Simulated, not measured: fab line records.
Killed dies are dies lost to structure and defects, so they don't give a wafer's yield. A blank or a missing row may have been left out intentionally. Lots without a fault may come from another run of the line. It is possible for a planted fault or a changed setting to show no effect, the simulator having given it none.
Struck lot and sound lot, side by side + flow n5_finfet + 15 steps out of a route of 1938
Sound: the wafers L199.3, L199.5, L199.6. Struck: wafer L216.1 (left out: L216.4, L216.6 of the same lot, which were not struck); the cause appears at the end.
Order at every step that has rows: each side's tool, ch and its chambers, its first start. Under that, the readings that differ: sound wafers + struck wafers + difference of the means + sigmas: that difference in standard deviations of wafers without a fault.
alike: words and numbers the same on both sides, and readings whose means are apart by under 2 such deviations; not compared: readings that were withheld, readings missing a value for some wafer, numbers with overlapping values and no deviation given by the record, and bounds like >300 which may hide the same value.
Wherever a step has rows on one side only, a row that says differs or no value, or a row with sigmas, the two part there. Non-overlapping numbers with no deviation appear without sigmas and do not part them. A reading missing from all wafers of one side parts the sides only when that side holds two or more wafers.

first, 8 steps without rows for these wafers: N5_BEOL_M15_COAT_58 (time 60 s, resist thk 89 nm); N5_BEOL_M15_COAT_04 (resist thk 800 nm); N5_BEOL_M15_EBR_06; N5_BEOL_M15_SOFTBAKE_05 (time 60 s); N5_BEOL_M15_EXPOSE_07 (exposes mask V14); N5_BEOL_M15_PEB_08 (peb time 90 s); N5_BEOL_M15_DEVELOP_09 (develop time 45 s); N5_BEOL_M15_HARDBAKE_14 (time 120 s).
N5_BEOL_M15_CD_MEAS_10 targets a cd of 360 nm.
  sound on cd_sem-03 ch 0, day 10 17:58; struck on cd_sem-02 ch 0, day 15 15:47
  alike: cd_nm
N5_BEOL_M15_OVL_MEAS_11:
  sound on overlay-01 ch 0, day 10 17:59; struck on overlay-02 ch 0, day 15 15:49
  alike: V14_OVL
N5_BEOL_M15_INSPECT_12: inspects for defects (macro).
  sound on defect_inspect-02 at day 10 18:01; struck on defect_inspect-01 at day 15 15:50
  alike: raw_defect_count
N5_BEOL_M15_DESCUM_15: chemistry O2, time 7.9 s.
  sound on rie_diel-02 ch 0,1,3, day 10 18:25; struck on rie_diel-05 ch 0, day 15 15:52
  alike: drypump_motor_current_A, oes_product_au, rf_vpp_V, showerhead_plenum_p_Torr, throttle_valve_pct
  not compared: rf_hours_counter_h
N5_BEOL_M15_ETCH_59: etches BARC in N2/H2, target depth 89 nm, overetch 26.7 nm, time 67.9 s.
  sound on rie_diel-02 ch 0,1,3, day 10 18:27; struck on rie_diel-05 ch 0, day 15 15:55
| reading                                    | sound             | struck | difference | sigmas |
|--------------------------------------------|-------------------|--------|------------|--------|
| run_length_s (s)                           | 91.8 90.7 91.9    | 85.3   | -6.2       | -12    |
| model.coat_of_BEOL_M15_COAT_04.thk_nm (nm) | 715.8 719.8 718.2 | 724.4  | +6.5       |        |
  alike: drypump_motor_current_A, oes_product_au, rf_vpp_V, showerhead_plenum_p_Torr, throttle_valve_pct
  not compared: rf_hours_counter_h
N5_BEOL_M15_VIA_ETCH_16: etches SiO2 in C4F8/O2/Ar, target depth 1792.2 nm.
  sound on rie_diel-02 ch 0,1,3, day 10 18:30; struck on rie_diel-05 ch 0, day 15 15:58
  alike: drypump_motor_current_A, oes_product_au, rf_vpp_V, showerhead_plenum_p_Torr, throttle_valve_pct
N5_PASSIVATION_PROBE_49:
  rows exist in the record for the struck wafers here (prober-01, day 16 11:56), but not for the sound ones

## WHERE THEY PART
Earliest at N5_BEOL_M15_ETCH_59; latest, in this record, at N5_PASSIVATION_PROBE_49.

WHY: what had been put in by the simulator
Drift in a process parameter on rie_diel-05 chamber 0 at N5_BEOL_M15_ETCH_59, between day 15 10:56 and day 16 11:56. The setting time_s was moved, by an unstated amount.
